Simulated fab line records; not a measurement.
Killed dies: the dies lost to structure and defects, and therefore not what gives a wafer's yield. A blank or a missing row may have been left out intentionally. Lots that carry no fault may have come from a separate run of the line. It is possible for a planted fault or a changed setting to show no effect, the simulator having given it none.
Chamber matching | flow nand harc | NHARC_A_CHANNEL_FILL_D1_ALD_02 on ald hk-03: 4 sister chambers
The step deposits SiO2, target thk 6 nm, pulse time 10 s, ald cycles 60. 16 wafers are shown with their chamber, then 8 later ones without.

WAFERS PAIRED WITH THEIR CHAMBERS
wafer  | chamber | heater power w (W) | precursor pulse height rel
L078.1 | 3       | 519                | 0.974
L078.4 | 0       | 456                | 0.996
L078.5 | 1       | 587                | 0.977
L083.2 | 1       | 581                | 1.021
L083.4 | 0       | 466                | 0.989
L083.5 | 1       | 590                | 1.006
L085.2 | 0       | 444                | 1.010
L085.3 | 2       | 463                | 0.946
L085.4 | 3       | 525                | 0.993
L087.2 | 2       | 475                | 0.988
L087.3 | 1       | 572                | 1.004
L087.4 | 3       | 523                | 1.031
L088.2 | 2       | 476                | 1.015
L088.3 | 3       | 513                | 1.028
L088.6 | 3       | 517                | 1.003
L090.2 | 1       | 592                | 1.026

SIGNATURES (averages over the wafers above)
reading                    | chamber 0 | chamber 1 | chamber 2 | chamber 3 | scatter within a chamber
heater power w             | 455.33    | 584.40    | 471.33    | 519.40    | 7.64
precursor pulse height rel | 0.99833   | 1.00680   | 0.98300   | 1.00580   | 0.0231
Rule: for a wafer and a chamber, the distance is found by dividing, reading by reading, the gap between the wafer's reading and the chamber's mean by the reading's scatter, squaring, summing and taking the root. If the next closest chamber is less than 2 further off than the closest, the wafer can't be placed; otherwise it belongs to the closest. How the scatter is found: for the shown wafers, subtract from each reading the mean of its chamber, square and add these, divide the total by (wafers less chambers), then take the root.

WAFERS WITH NO CHAMBER GIVEN
wafer  | heater power w (W) | precursor pulse height rel
L090.3 | 480                | 1.015
L090.6 | 603                | 0.994
L091.1 | 459                | 0.969
L091.3 | 468                | 0.996
L091.4 | 510                | 1.033
L092.1 | 597                | 0.987
L092.5 | 467                | 1.022
L092.6 | 601                | 1.014

WHICH CHAMBER EACH WENT THROUGH
wafer  | from the rows above     | in truth
L090.3 | can't be placed: 2 or 0 | 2
L090.6 | 1                       | 1
L091.1 | can't be placed: 0 or 2 | 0
L091.3 | can't be placed: 2 or 0 | 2
L091.4 | 3                       | 3
L092.1 | 1                       | 1
L092.5 | can't be placed: 2 or 0 | 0
L092.6 | 1                       | 1
Correctly placed: 4 of 8. These rows do not allow placing 4 (true chamber among the candidates in 4). 0 placed wrongly.
